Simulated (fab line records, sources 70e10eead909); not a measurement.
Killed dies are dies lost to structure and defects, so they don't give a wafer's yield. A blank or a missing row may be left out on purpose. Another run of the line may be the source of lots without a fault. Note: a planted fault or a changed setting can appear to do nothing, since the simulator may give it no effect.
Which tool is to blame?	flow nandHarc	24 lots, 72 wafers sampled, at 6 steps of a route of 1302

## WHAT EACH GAUGE READ, for each wafer
The record lacks any reading of a measuring or inspecting step that a usual standard deviation could be used to judge.

## WHICH TOOL RAN EACH LOT (tool, then ch and the chambers of the sampled wafers, then the start)
lot	NHARC_A_STAIRCASE_ETCH_230	NHARC_A_STAIRCASE_TRIM_233	NHARC_A_STAIRCASE_DEP_259	NHARC_A_STAIRCASE_DEP_280	NHARC_A_STAIRCASE_DEP_301	NHARC_A_STAIRCASE_DESCUM_312
L077	rieDiel-10 ch 0,1,2, day 17 07:11 or earlier	rieDiel-10 ch 0,1,2, day 17 07:11 or earlier	pecvd-04 ch 1,2, day 17 07:11	pecvd-04 ch 0,1,2, day 17 14:28	pecvd-02 ch 0,2, day 17 21:33	rieDiel-04 ch 0,1,3, day 17 22:30
L075	rieDiel-13 ch 0,1,3, day 17 07:14 or earlier	rieDiel-13 ch 0,1, day 17 07:14 or earlier	pecvd-01 ch 0,1, day 17 07:14	pecvd-01 ch 0,2, day 17 15:47	pecvd-02 ch 0,1, day 17 23:20	rieDiel-04 ch 0,1,3, day 18 00:10
L074	rieDiel-04 ch 0,1,2, day 17 09:04 or earlier	rieDiel-04 ch 0,1,2, day 17 09:04 or earlier	pecvd-04 ch 0,1,2, day 17 09:04	pecvd-01 ch 0,1,2, day 17 18:19	pecvd-04 ch 0,1,2, day 18 01:07	rieDiel-04 ch 0,1,3, day 18 02:03
L076	rieDiel-10 ch 2,3, day 17 13:21 or earlier	rieDiel-10 ch 0,3, day 17 13:21 or earlier	pecvd-01 ch 0,1, day 17 13:21	pecvd-04 ch 0,1, day 17 21:26	pecvd-04 ch 0,1,2, day 18 02:38	rieDiel-04 ch 0,1, day 18 03:37
L079	rieDiel-13 ch 0,1,3, day 18 05:16 or earlier	rieDiel-13 ch 0,2,3, day 18 05:16 or earlier	pecvd-04 ch 0,1,2, day 18 05:16	pecvd-04 ch 0,1,2, day 18 11:10	pecvd-04 ch 0,1,2, day 18 16:13	rieDiel-04 ch 0,3, day 18 17:04
L078	rieDiel-13 ch 1,2,3, day 18 07:08 or earlier	rieDiel-13 ch 1,2,3, day 18 07:08 or earlier	pecvd-04 ch 0,1,2, day 18 07:08	pecvd-01 ch 0,1, day 18 13:03	pecvd-04 ch 0,1, day 18 17:59	rieDiel-04 ch 1,2,3, day 18 18:58
L081	rieDiel-13 ch 0,1,3, day 19 03:10 or earlier	rieDiel-13 ch 0,3, day 19 03:10 or earlier	pecvd-01 ch 0,1, day 19 03:10	pecvd-02 ch 0,2, day 19 11:21	pecvd-02 ch 1,2, day 19 17:05	rieDiel-10 ch 1,3, day 19 18:08
L080	rieDiel-04 ch 0,1,2, day 19 03:54 or earlier	rieDiel-04 ch 0,2,3, day 19 03:54 or earlier	pecvd-02 ch 1,2, day 19 03:54	pecvd-04 ch 0,1, day 19 11:25	pecvd-02 ch 0,1,2, day 19 17:51	rieDiel-04 ch 1,2, day 19 18:50
L083	rieDiel-13 ch 0,1,2, day 19 14:49 or earlier	rieDiel-13 ch 0,1,2, day 19 14:49 or earlier	pecvd-02 ch 0,1,2, day 19 14:49	pecvd-02 ch 0,1,2, day 19 23:51	pecvd-02 ch 0,1, day 20 05:59	rieDiel-04 ch 0,2,3, day 20 06:58
L082	rieDiel-04 ch 0,2, day 19 15:14 or earlier	rieDiel-04 ch 0,1, day 19 15:14 or earlier	pecvd-04 ch 0,1, day 19 15:14	pecvd-01 ch 0,1, day 19 23:59	pecvd-02 ch 0,1, day 20 06:34	rieDiel-04 ch 0,1,3, day 20 07:25
L084	rieDiel-10 ch 1,2,3, day 20 19:50 or earlier	rieDiel-10 ch 1,3, day 20 19:50 or earlier	pecvd-01 ch 0,1,2, day 20 19:50	pecvd-04 ch 0,1,2, day 21 01:51	pecvd-02 ch 0,1,2, day 21 09:41	rieDiel-04 ch 0,1,3, day 21 10:39
L085	rieDiel-10 ch 0,1,2, day 21 01:37 or earlier	rieDiel-10 ch 1,2,3, day 21 01:37 or earlier	pecvd-02 ch 0,1, day 21 01:37	pecvd-01 ch 1,2, day 21 10:11	pecvd-04 ch 1,2, day 21 15:14	rieDiel-10 ch 0,2, day 21 16:08
L086	rieDiel-10 ch 0,2, day 21 03:24 or earlier	rieDiel-10 ch 0,1,3, day 21 03:24 or earlier	pecvd-01 ch 0,1,2, day 21 03:24	pecvd-02 ch 0,2, day 21 13:17	pecvd-02 ch 1,2, day 21 18:39	rieDiel-10 ch 1,2,3, day 21 19:30
L088	rieDiel-13 ch 0,1,2, day 22 01:16 or earlier	rieDiel-13 ch 0,2,3, day 22 01:16 or earlier	pecvd-02 ch 0,1,2, day 22 01:16	pecvd-04 ch 0,1,2, day 22 07:12	pecvd-01 ch 0,1,2, day 22 17:05	rieDiel-04 ch 0,2, day 22 17:56
L087	rieDiel-13 ch 1,3, day 22 05:01 or earlier	rieDiel-13 ch 0,2,3, day 22 05:01 or earlier	pecvd-02 ch 0,1,2, day 22 05:01	pecvd-01 ch 1,2, day 22 12:49	pecvd-02 ch 0,1, day 22 23:17	rieDiel-10 ch 0,2, day 23 00:14
L089	rieDiel-10 ch 1,2, day 22 06:20 or earlier	rieDiel-10 ch 2,3, day 22 06:20 or earlier	pecvd-04 ch 0,1, day 22 06:20	pecvd-04 ch 0,1, day 22 16:53	pecvd-04 ch 0,1,2, day 22 23:44	rieDiel-04 ch 0,1, day 23 00:43
L090	rieDiel-10 ch 0,1, day 23 04:11 or earlier	rieDiel-10 ch 1,2, day 23 04:11 or earlier	pecvd-04 ch 1,2, day 23 04:11	pecvd-04 ch 0,2, day 23 11:03	pecvd-04 ch 1,2, day 23 18:29	rieDiel-10 ch 0,2,3, day 23 19:26
L091	rieDiel-10 ch 0,1,2, day 23 04:52 or earlier	rieDiel-10 ch 1,2, day 23 04:52 or earlier	pecvd-04 ch 0,1,2, day 23 04:52	pecvd-01 ch 0,1, day 23 12:10	pecvd-01 ch 0,2, day 23 17:28	rieDiel-04 ch 0,2,3, day 23 18:19
L092	rieDiel-13 ch 0,1,2, day 23 10:24 or earlier	rieDiel-13 ch 0,1,2, day 23 10:24 or earlier	pecvd-04 ch 0,1,2, day 23 10:24	pecvd-01 ch 0,1, day 23 17:44	pecvd-04 ch 1,2, day 23 22:38	rieDiel-13 ch 1,3, day 23 23:37
L093	rieDiel-04 ch 1,2,3, day 24 08:13 or earlier	rieDiel-04 ch 0,1,2, day 24 08:13 or earlier	pecvd-02 ch 0,1,2, day 24 08:13	pecvd-02 ch 1,2, day 24 18:58	pecvd-02 ch 1,2, day 25 00:23	rieDiel-10 ch 0,2,3, day 25 01:19
L094	rieDiel-10 ch 0,2,3, day 24 18:49 or earlier	rieDiel-10 ch 0,3, day 24 18:49 or earlier	pecvd-04 ch 0,2, day 24 18:49	pecvd-01 ch 0,2, day 25 00:37	pecvd-01 ch 0,1,2, day 25 06:12	rieDiel-10 ch 0,1,3, day 25 07:11
L096	rieDiel-04 ch 1,3, day 25 11:47 or earlier	rieDiel-04 ch 1,2,3, day 25 11:47 or earlier	pecvd-01 ch 0,1,2, day 25 11:47	pecvd-04 ch 0,1,2, day 25 17:41	pecvd-01 ch 1,2, day 26 03:02	rieDiel-04 ch 1,2, day 26 03:51
L095	rieDiel-04 ch 0,1,3, day 25 13:42 or earlier	rieDiel-04 ch 1,2,3, day 25 13:42 or earlier	pecvd-04 ch 0,1, day 25 13:42	pecvd-04 ch 1,2, day 25 21:22	pecvd-04 ch 0,2, day 26 05:16	rieDiel-13 ch 1,2,3, day 26 06:16
L097	rieDiel-04 ch 0,2,3, day 25 18:11 or earlier	rieDiel-04 ch 0,2,3, day 25 18:11 or earlier	pecvd-04 ch 0,1,2, day 25 18:11	pecvd-02 ch 0,1, day 26 03:28	pecvd-02 ch 0,1,2, day 26 10:20	rieDiel-10 ch 0,2,3, day 26 11:19
- NHARC_A_STAIRCASE_ETCH_230: etches the open film in C4F8/O2, target depth 100 nm, time 40.5 s.
- NHARC_A_STAIRCASE_TRIM_233: chemistry O2, time 211.2 s.
- NHARC_A_STAIRCASE_DEP_259: deposits SiON, target thk 30 nm.
- NHARC_A_STAIRCASE_DEP_280: deposits SiON, target thk 30 nm.
- NHARC_A_STAIRCASE_DEP_301: deposits SiON, target thk 30 nm.
- NHARC_A_STAIRCASE_DESCUM_312: chemistry O2, time 3 s.

## AS READ BY THE TOOLS THEMSELVES (means over the sampled wafers that have a number; for cases with no such wafer, the mark the record gives instead)
NHARC_A_STAIRCASE_ETCH_230.
lot	tool	oesProductAu (a.u.)	rfVppV (V)
L077	rieDiel-10	0.944	892
L075	rieDiel-13	0.958	895
L074	rieDiel-04	0.960	899
L076	rieDiel-10	0.968	891
L079	rieDiel-13	0.921	894
L078	rieDiel-13	0.953	893
L081	rieDiel-13	0.933	893
L080	rieDiel-04	0.947	900
L083	rieDiel-13	0.956	892
L082	rieDiel-04	0.975	903
L084	rieDiel-10	0.973	898
L085	rieDiel-10	0.943	898
L086	rieDiel-10	0.909	899
L088	rieDiel-13	0.961	891
L087	rieDiel-13	0.933	895
L089	rieDiel-10	0.916	901
L090	rieDiel-10	0.931	895
L091	rieDiel-10	0.961	898
L092	rieDiel-13	0.943	890
L093	rieDiel-04	0.945	896
L094	rieDiel-10	0.955	898
L096	rieDiel-04	0.942	894
L095	rieDiel-04	0.976	896
L097	rieDiel-04	0.940	899

NHARC_A_STAIRCASE_TRIM_233.
lot	tool	drypumpMotorCurrentA (A)	oesProductAu (a.u.)	rfVppV (V)	showerheadPlenumPTorr (Torr)	throttleValvePct (%)
L077	rieDiel-10	5.9	0.992	57.9	3.44	17.043
L075	rieDiel-13	5.8	1.013	57.8	3.42	17.033
L074	rieDiel-04	5.3	1.005	57.7	3.63	17.037
L076	rieDiel-10	5.6	0.998	57.6	3.46	17.040
L079	rieDiel-13	5.9	1.007	57.5	3.41	17.035
L078	rieDiel-13	5.8	1.005	58.2	3.46	17.034
L081	rieDiel-13	6.4	0.998	57.1	3.47	17.043
L080	rieDiel-04	5.7	0.997	58.2	3.62	17.034
L083	rieDiel-13	5.6	1.012	57.9	3.40	17.036
L082	rieDiel-04	4.8	0.993	57.8	3.60	17.050
L084	rieDiel-10	5.2	0.998	57.7	3.43	17.045
L085	rieDiel-10	5.6	0.996	57.7	3.56	17.038
L086	rieDiel-10	5.6	0.981	57.7	3.47	17.037
L088	rieDiel-13	5.8	1.008	58.0	3.39	17.041
L087	rieDiel-13	5.9	1.007	57.4	3.39	17.040
L089	rieDiel-10	5.6	0.992	57.8	3.53	17.041
L090	rieDiel-10	5.9	0.998	57.6	3.68	17.033
L091	rieDiel-10	5.5	0.992	57.1	3.58	17.030
L092	rieDiel-13	5.6	1.022	58.3	3.38	17.033
L093	rieDiel-04	5.3	1.003	58.5	3.61	17.026
L094	rieDiel-10	6.0	0.982	58.3	3.46	17.038
L096	rieDiel-04	5.7	1.007	57.8	3.54	17.041
L095	rieDiel-04	5.7	1.006	57.7	3.53	17.044
L097	rieDiel-04	5.7	0.997	56.8	3.60	17.032

NHARC_A_STAIRCASE_DEP_259.
lot	tool	heaterPowerW (W)
L077	pecvd-04	745
L075	pecvd-01	801
L074	pecvd-04	817
L076	pecvd-01	760
L079	pecvd-04	827
L078	pecvd-04	876
L081	pecvd-01	802
L080	pecvd-02	753
L083	pecvd-02	809
L082	pecvd-04	898
L084	pecvd-01	791
L085	pecvd-02	760
L086	pecvd-01	827
L088	pecvd-02	757
L087	pecvd-02	777
L089	pecvd-04	834
L090	pecvd-04	851
L091	pecvd-04	836
L092	pecvd-04	824
L093	pecvd-02	781
L094	pecvd-04	798
L096	pecvd-01	757
L095	pecvd-04	841
L097	pecvd-04	784

NHARC_A_STAIRCASE_DEP_280.
lot	tool	heaterPowerW (W)
L077	pecvd-04	879
L075	pecvd-01	760
L074	pecvd-01	878
L076	pecvd-04	887
L079	pecvd-04	827
L078	pecvd-01	772
L081	pecvd-02	710
L080	pecvd-04	872
L083	pecvd-02	808
L082	pecvd-01	717
L084	pecvd-04	785
L085	pecvd-01	886
L086	pecvd-02	687
L088	pecvd-04	791
L087	pecvd-01	863
L089	pecvd-04	841
L090	pecvd-04	797
L091	pecvd-01	771
L092	pecvd-01	821
L093	pecvd-02	781
L094	pecvd-01	839
L096	pecvd-04	836
L095	pecvd-04	785
L097	pecvd-02	763

NHARC_A_STAIRCASE_DEP_301.
lot	tool	heaterPowerW (W)
L077	pecvd-02	740
L075	pecvd-02	792
L074	pecvd-04	775
L076	pecvd-04	807
L079	pecvd-04	811
L078	pecvd-04	920
L081	pecvd-02	795
L080	pecvd-02	760
L083	pecvd-02	849
L082	pecvd-02	809
L084	pecvd-02	743
L085	pecvd-04	740
L086	pecvd-02	769
L088	pecvd-01	753
L087	pecvd-02	814
L089	pecvd-04	803
L090	pecvd-04	787
L091	pecvd-01	910
L092	pecvd-04	814
L093	pecvd-02	770
L094	pecvd-01	803
L096	pecvd-01	893
L095	pecvd-04	828
L097	pecvd-02	746

NHARC_A_STAIRCASE_DESCUM_312.
lot	tool	drypumpMotorCurrentA (A)	oesProductAu (a.u.)	rfVppV (V)	showerheadPlenumPTorr (Torr)	throttleValvePct (%)
L077	rieDiel-04	5.2	0.992	57.5	1.92	11.314
L075	rieDiel-04	5.2	0.997	58.8	1.92	11.314
L074	rieDiel-04	5.2	0.999	57.2	1.92	11.317
L076	rieDiel-04	4.8	0.993	59.3	1.92	11.310
L079	rieDiel-04	5.6	0.991	57.4	1.92	11.313
L078	rieDiel-04	5.6	0.997	58.0	1.93	11.307
L081	rieDiel-10	5.2	0.994	57.4	1.88	11.319
L080	rieDiel-04	5.3	0.998	58.2	1.93	11.308
L083	rieDiel-04	5.7	0.995	58.2	1.97	11.313
L082	rieDiel-04	5.2	0.995	57.4	1.92	11.299
L084	rieDiel-04	5.2	0.988	57.9	1.92	11.313
L085	rieDiel-10	6.3	0.986	58.4	2.02	11.308
L086	rieDiel-10	5.5	0.994	57.2	1.93	11.309
L088	rieDiel-04	5.4	0.991	58.5	1.99	11.317
L087	rieDiel-10	6.3	0.988	57.9	2.01	11.314
L089	rieDiel-04	4.8	0.996	57.8	1.91	11.306
L090	rieDiel-10	6.0	0.989	57.9	1.93	11.309
L091	rieDiel-04	5.7	1.003	57.9	1.96	11.309
L092	rieDiel-13	6.3	0.994	57.5	1.89	11.316
L093	rieDiel-10	6.0	0.990	57.7	1.93	11.314
L094	rieDiel-10	5.5	0.986	58.1	1.87	11.304
L096	rieDiel-04	5.8	1.002	58.9	1.96	11.313
L095	rieDiel-13	5.8	1.016	57.3	1.85	11.313
L097	rieDiel-10	6.0	0.998	58.0	1.93	11.312

## THE ANSWER, worked out from the rows above alone
Rule: the usual values come from the lots themselves. The widest of any qualifying gaps counts: lots, ordered by their means at a reading, are off when they make up no more than a third of the lots, leave a main group of 4 or more, and stand apart from it by 3 or more times the standard deviation of that group's means. Not used: any main group whose means are identical at the precision the tables above print for the reading. A lot without any number at a reading at which 4 lots or more have one is off too. Any other lot the step has rows for is counted as sound. The gauges are gone through in route order, then the tools' own readings, and for those a lot's mean is taken as printed above. At the first step where some lot is off, the reading lying furthest off is the one used; lots without a number count as furthest.
Across all readings shown, no lot is off: no conclusion can be drawn from this.

## WHAT THE SIMULATOR HAD PUT IN
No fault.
